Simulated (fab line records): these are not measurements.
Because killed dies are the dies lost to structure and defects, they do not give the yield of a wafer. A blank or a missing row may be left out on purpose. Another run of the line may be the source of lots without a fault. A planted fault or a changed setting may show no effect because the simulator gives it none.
Matching of chambers    flow n5 finfet    4 sister chambers for N5_DUMMY_GATE_ETCH_29 on rie diel-02
The step etches underlayer in N2/H2, target depth 13 nm. 16 wafers are shown with their chamber, then 8 later ones without.

== WAFERS PAIRED WITH THEIR CHAMBERS ==
wafer   chamber  showerhead plenum p Torr (Torr)  throttle valve pct (%)  oes product au (a.u.)
L074.1  2        2.63                             17.89                   0.73
L074.4  0        2.40                             18.29                   0.73
L074.6  1        2.69                             17.61                   0.85
L075.2  1        2.69                             17.64                   0.84
L075.3  3        2.51                             18.46                   0.86
L075.4  2        2.63                             17.87                   0.73
L079.4  2        2.63                             17.89                   0.72
L079.5  1        2.69                             17.63                   0.83
L079.6  0        2.40                             18.29                   0.73
L084.1  2        2.63                             17.89                   0.71
L084.4  3        2.51                             18.48                   0.85
L084.5  0        2.39                             18.29                   0.71
L085.2  3        2.51                             18.47                   0.84
L085.3  2        2.63                             17.89                   0.71
L085.4  0        2.39                             18.32                   0.71
L088.2  2        2.63                             17.90                   0.70

SIGNATURES (means of the wafers above)
reading                   chamber 0  chamber 1  chamber 2  chamber 3  scatter within a chamber
showerhead plenum p Torr  2.3950     2.6900     2.6300     2.5100     0.00289
throttle valve pct        18.2975    17.6267    17.8883    18.4700    0.0123
oes product au            0.7200     0.8400     0.7167     0.8500     0.0113
Rule: distance of a wafer from a chamber = root of the sum over the readings of ((wafer's reading minus chamber's mean) / reading's scatter) squared. If the next closest chamber is less than 2 further off than the closest, the wafer can't be placed; otherwise it belongs to the closest. The scatter is the square root of a quotient: the sum, over the shown wafers, of each reading's squared deviation from its chamber's mean, divided by wafers minus chambers.

== WAFERS MISSING THEIR CHAMBER ==
wafer   showerhead plenum p Torr (Torr)  throttle valve pct (%)  oes product au (a.u.)
L088.5  2.51                             18.47                   0.83
L088.6  2.63                             17.92                   0.70
L091.3  2.68                             17.63                   0.80
L091.4  2.51                             18.49                   0.83
L091.5  2.68                             17.64                   0.81
L094.2  2.68                             17.66                   0.80
L094.3  2.62                             17.93                   0.70
L094.4  2.50                             18.50                   0.82

== THE CHAMBER EACH PASSED THROUGH ==
wafer   from the rows above  in truth
L088.5  3                    3
L088.6  2                    2
L091.3  1                    1
L091.4  3                    3
L091.5  1                    1
L094.2  1                    1
L094.3  2                    2
L094.4  3                    3
8 of 8 placed correctly. Left unplaced by these rows: 0. Wrongly placed: 0.
